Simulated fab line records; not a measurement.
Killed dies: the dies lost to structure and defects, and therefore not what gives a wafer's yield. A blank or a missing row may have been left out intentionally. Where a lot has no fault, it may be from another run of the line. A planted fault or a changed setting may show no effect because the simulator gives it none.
Matching of chambers ; flow nand harc ; NHARC_A_BLC_STRIP_21 on rie diel-02 has 4 sister chambers
The step strips in O2. 4 wafers are shown with their chamber, then 7 later ones without.

== WAFERS WITH THEIR CHAMBER ==
wafer;chamber;showerhead plenum p Torr (Torr)
L781.2;1;3.65
L781.6;2;3.38
L784.3;3;3.58
L784.4;0;3.30

== WAFERS WITHOUT THEIR CHAMBER ==
wafer;showerhead plenum p Torr (Torr)
L784.5;3.65
L791.4;3.30
L791.5;3.37
L791.6;3.64
L793.4;3.37
L793.5;3.37
L793.6;3.64

== THE CHAMBER EACH PASSED THROUGH ==
wafer;from the rows above;in truth
L784.5;1;1
L791.4;0;0
L791.5;2;2
L791.6;1;1
L793.4;2;2
L793.5;2;2
L793.6;1;1
Correct placement for 7 of the 7. Not placeable from these rows: 0. Number placed wrongly: 0.
How it was worked out, from the rows above alone: a wafer's distance from a chamber is the root of the sum, over the readings, of the square of ((its reading less the chamber's mean) divided by the reading's scatter). The wafer belongs to the nearest chamber; if the next one is less than 2 further off, it can't be placed. For every chamber, the mean is computed from those of its wafers that are shown. The scatter: root of mean squared gap, hidden wafer to nearest shown wafer, with one shown wafer a chamber.
